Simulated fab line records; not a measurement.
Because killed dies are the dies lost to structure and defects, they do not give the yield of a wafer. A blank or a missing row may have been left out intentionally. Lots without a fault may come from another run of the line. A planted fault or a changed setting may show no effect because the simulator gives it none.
A struck lot beside a sound one | flow nandHarc | 14 steps out of a route of 1159
Sound: these wafers, L242.4, L242.5, L242.6. The struck wafers were L238.2, L238.5, L238.6. The cause is given at the end.
Order at every step that has rows: each side's tool, ch and its chambers, its first start. Under that, the readings that differ: sound wafers | struck wafers | difference of the means | sigmas: that difference in standard deviations of wafers without a fault.
alike: readings with means less than 2 such deviations apart, plus words and numbers identical on both sides. not compared: withheld readings, readings lacking a value on some wafer, bounds such as >300 that could conceal the same value, and numbers that have no deviation in the record and whose values overlap.
Wherever a step has rows on one side only, a row that says differs or no value, or a row with sigmas, the two part there. Numbers that have no deviation but don't overlap get no sigmas and don't part them. Lack of a reading on every wafer of one side parts them only where that side has two or more wafers.

first, 2 steps without rows for these wafers: NHARC_A_STAIRCASE_PRECLEAN_318 (cleans in SC1); NHARC_A_STAIRCASE_SRD_329.
NHARC_A_STAIRCASE_ALD_415: deposits SiO2, target thk 30 nm, pulse time 6 s, ald cycles 300.
  sound on aldHk-02 ch 0,1,2, day 17 12:13; struck on aldHk-02 ch 1,2, day 16 10:59
  alike: heaterPowerW, precursorPulseHeightRel
NHARC_A_STAIRCASE_ETCHBACK_416: etches the open film in C4F8/O2/Ar, target depth 36 nm, time 7.2 s.
  sound: rieDiel-02 ch 2,3; struck: rieDiel-07 ch 0,3
  alike: oesProductAu, rfVppV
  not compared: rfHoursCounterH
NHARC_A_STAIRCASE_STRIP_476: strips in O2, time 20 s.
  sound on rieDiel-02 ch 2,3, day 17 13:56; struck on rieDiel-07 ch 0,1,2, day 16 13:08
  alike: drypumpMotorCurrentA, oesProductAu, rfVppV, showerheadPlenumPTorr, throttleValvePct
  not compared: rfHoursCounterH
NHARC_A_STAIRCASE_DEP_417: deposits Si3N4, target thk 60 nm.
  sound on pecvd-01 ch 0,1,2, day 17 14:10; struck on pecvd-03 ch 0,1,2, day 16 13:19
  alike: heaterPowerW
then, 3 steps without rows for these wafers: NHARC_A_STAIRCASE_WET_418 (chemistry H3PO4, target depth 20 nm); NHARC_A_STAIRCASE_PRECLEAN_419 (cleans in SC1); NHARC_A_STAIRCASE_SRD_421.
NHARC_A_STAIRCASE_ALD_420: deposits SiO2, target thk 20 nm, pulse time 6 s, ald cycles 200.
  sound on aldHk-03 ch 0,1,2, day 17 18:18; struck on aldHk-04 ch 0,1,2, day 16 17:28
  alike: heaterPowerW, precursorPulseHeightRel
then, 1 step without rows for these wafers: NHARC_A_STAIRCASE_CVD_552 (deposits SiNx, target thk 40 nm).
NHARC_A_STAIRCASE_DEP_151: deposits SiO2, target thk 3800 nm.
  sound on pecvd-03 ch 0,1,2, day 18 02:20; struck on pecvd-01 ch 0,1,2, day 17 01:26
reading                 | sound             | struck            | difference | sigmas
mfcPrecursorSccm (sccm) | 199.2 200.6 200.5 | 211.8 211.6 211.8 | +11.6      | +21
  alike: heaterPowerW
then, 1 step without rows for these wafers: NHARC_A_STAIRCASE_ANNEAL_320 (time 1800 s).
-- the record jumps here: 7 days lie between the struck wafers' starts before and after (it left off in module A_STAIRCASE and takes up again in module END, whose first step shown is number 1159 of the route) --
NHARC_END_SORT_01:
  here the record holds rows for the struck wafers (prober-01 ch 0, day 23 15:34) but none for the sound ones

## WHERE THEY PART
Earliest at NHARC_A_STAIRCASE_DEP_151; latest, in this record, at NHARC_END_SORT_01.

WHY: whatever the simulator had introduced
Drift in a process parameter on pecvd-01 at NHARC_A_STAIRCASE_DEP_151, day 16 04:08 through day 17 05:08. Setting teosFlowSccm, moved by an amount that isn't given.
